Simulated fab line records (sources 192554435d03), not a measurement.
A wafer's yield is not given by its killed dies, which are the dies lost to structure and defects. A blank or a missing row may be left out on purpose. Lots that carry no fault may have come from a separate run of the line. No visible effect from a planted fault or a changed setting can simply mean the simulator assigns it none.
Chamber matching || flow n5 finfet || N5_BEOL_M14_DEP_53 on pecvd-02 has 3 sister chambers
The step deposits SiCN from 3MS/NH3, target thk 50 nm, time 17.8 s. 6 wafers are shown with their chamber, then 7 later ones without.

== EACH WAFER AND ITS CHAMBER ==
{"wafer": "L078.5", "chamber": 2, "throttle valve pct (%)": 17.5, "showerhead plenum p Torr (Torr)": 4.162}
{"wafer": "L082.2", "chamber": 1, "throttle valve pct (%)": 17.2, "showerhead plenum p Torr (Torr)": 4.174}
{"wafer": "L082.3", "chamber": 0, "throttle valve pct (%)": 17.4, "showerhead plenum p Torr (Torr)": 4.132}
{"wafer": "L082.6", "chamber": 2, "throttle valve pct (%)": 17.5, "showerhead plenum p Torr (Torr)": 4.168}
{"wafer": "L087.1", "chamber": 0, "throttle valve pct (%)": 17.6, "showerhead plenum p Torr (Torr)": 4.155}
{"wafer": "L087.4", "chamber": 1, "throttle valve pct (%)": 17.0, "showerhead plenum p Torr (Torr)": 4.169}

== WAFERS WITHOUT THEIR CHAMBER ==
{"wafer": "L087.5", "throttle valve pct (%)": 17.8, "showerhead plenum p Torr (Torr)": 4.149}
{"wafer": "L091.2", "throttle valve pct (%)": 17.0, "showerhead plenum p Torr (Torr)": 4.169}
{"wafer": "L091.3", "throttle valve pct (%)": 17.9, "showerhead plenum p Torr (Torr)": 4.157}
{"wafer": "L091.6", "throttle valve pct (%)": 17.2, "showerhead plenum p Torr (Torr)": 4.179}
{"wafer": "L093.1", "throttle valve pct (%)": 17.5, "showerhead plenum p Torr (Torr)": 4.168}
{"wafer": "L093.3", "throttle valve pct (%)": 17.7, "showerhead plenum p Torr (Torr)": 4.151}
{"wafer": "L093.6", "throttle valve pct (%)": 17.1, "showerhead plenum p Torr (Torr)": 4.168}

== EACH ONE'S CHAMBER ==
{"wafer": "L087.5", "from the rows above": "can't be placed: 0 or 2", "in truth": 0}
{"wafer": "L091.2", "from the rows above": 1, "in truth": 1}
{"wafer": "L091.3", "from the rows above": "can't be placed: 2 or 0", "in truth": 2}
{"wafer": "L091.6", "from the rows above": "can't be placed: 1 or 2", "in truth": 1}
{"wafer": "L093.1", "from the rows above": 2, "in truth": 2}
{"wafer": "L093.3", "from the rows above": "can't be placed: 0 or 2", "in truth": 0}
{"wafer": "L093.6", "from the rows above": 1, "in truth": 1}
Correct placement for 3 of the 7. From these rows, 4 cannot be placed; in 4 the true chamber is one of the candidates. 0 placed wrongly.
How it was worked out, from the rows above alone: a wafer's distance from a chamber is the root of the sum, over the readings, of the square of ((its reading less the chamber's mean) divided by the reading's scatter). If the next closest chamber is less than 2 further off than the closest, the wafer can't be placed; otherwise it belongs to the closest. Each chamber's mean is taken over the wafers shown for it. The scatter: take each reading less its chamber's mean, square it, sum over the shown wafers, divide by the number of wafers less the number of chambers, and take the root.
